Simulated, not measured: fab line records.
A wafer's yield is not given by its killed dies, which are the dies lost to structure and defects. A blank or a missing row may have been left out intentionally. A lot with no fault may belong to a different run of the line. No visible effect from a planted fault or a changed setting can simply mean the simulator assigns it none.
A single fault, viewed from 3 desks || flow n5 finfet || every desk sees just its own numbers, and what lay behind them comes last

== METROLOGY DESK ==
What the gauges read for every lot (on any tool): the sampled wafers with a number, averaged. A lot is out of limits, marked OUT, if its mean lies more than 4 standard deviations from the usual mean; the brackets give that distance.
Columns: A = cd nm at N5_MIM_TOP_LITHO_CD_MEAS_08, usual 2001.0 nm; B = MIM_TOP_OVL at N5_MIM_TOP_LITHO_OVL_MEAS_11, usual 0 nm
{"lot": "L132", "first seen here": "day 13 02:37", "A": 1998.0, "B": 5}
{"lot": "L133", "first seen here": "day 13 04:58", "A": 2000.9, "B": 5}
{"lot": "L136", "first seen here": "day 13 15:35", "A": 2000.1, "B": -3}
{"lot": "L135", "first seen here": "day 13 15:47", "A": 2003.6, "B": 1}
{"lot": "L148", "first seen here": "day 16 12:30", "A": 1999.4, "B": -1}
{"lot": "L147", "first seen here": "day 16 20:18", "A": 2000.2, "B": 3}
This desk's finding: nothing out of limits on any of the 6 lots.

== THE TOOL OWNER'S DESK: rie metal-01 ==
The tool's own readings at N5_MIM_TOP_ETCH_ETCH_00 (etches TiN in Cl2/BCl3, target depth 38.5 nm): means of the sampled wafers that have a number, for each lot that ran on this tool. A lot is out of limits, marked OUT, if its mean lies more than 4 standard deviations from the usual mean; the brackets give that distance.
Columns: A = bias w at N5_MIM_TOP_ETCH_ETCH_00, usual 126.0 W; B = drypump motor current A at N5_MIM_TOP_ETCH_ETCH_00, usual 5.9 A; C = oes product au at N5_MIM_TOP_ETCH_ETCH_00, usual 0.78 a.u.; D = throttle valve pct at N5_MIM_TOP_ETCH_ETCH_00, usual 22.74 %
{"lot": "L132", "first seen here": "day 13 02:48", "A": 125.9, "B": 5.7, "C": 0.85, "D": 22.63}
{"lot": "L136", "first seen here": "day 13 15:48", "A": "145.7 (+60) OUT", "B": 5.9, "C": 0.80, "D": 22.60}
{"lot": "L135", "first seen here": "day 13 15:57", "A": "145.7 (+60) OUT", "B": 5.9, "C": 0.80, "D": 22.60}
Finding of this desk: L135, L136 out of limits; the first was L136 at day 13 15:48, on bias w at N5_MIM_TOP_ETCH_ETCH_00. In limits: L132.

== THE DEFECT DESK ==
Inspection counts along the route, by lot: the mean over sampled wafers that carry a number. A lot is out of limits, marked OUT, if its mean lies more than 4 standard deviations from the usual mean; the brackets give that distance.
Columns: A = raw defect count at N5_MIM_TOP_LITHO_INSPECT_12, usual 2.0
{"lot": "L132", "first seen here": "day 13 02:40", "A": 1.7}
{"lot": "L133", "first seen here": "day 13 05:01", "A": 2.7}
{"lot": "L136", "first seen here": "day 13 15:38", "A": 2.7}
{"lot": "L135", "first seen here": "day 13 15:50", "A": 2.7}
{"lot": "L148", "first seen here": "day 16 12:33", "A": 3.3}
{"lot": "L147", "first seen here": "day 16 20:22", "A": 2.0}
This desk's finding: nothing out of limits on any of the 6 lots.

== BROUGHT TOGETHER ==
An alarm could have come from the tool owner's desk at day 13 15:48, on L135, L136.
Metrology desk: nothing out of limits seen.
Nothing the defect desk looked at was out of limits.
The metrology desk has L135, L136 on record, within its limits.
The defect desk has L135, L136 on record, within its limits.
The lots listed all ran N5_MIM_TOP_ETCH_ETCH_00 on rie metal-01.

== WHAT THE SIMULATOR HAD PUT IN ==
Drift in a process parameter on rie metal-01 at N5_MIM_TOP_ETCH_ETCH_00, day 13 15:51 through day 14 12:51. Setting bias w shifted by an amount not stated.
Lots struck among those shown: L135, L136.
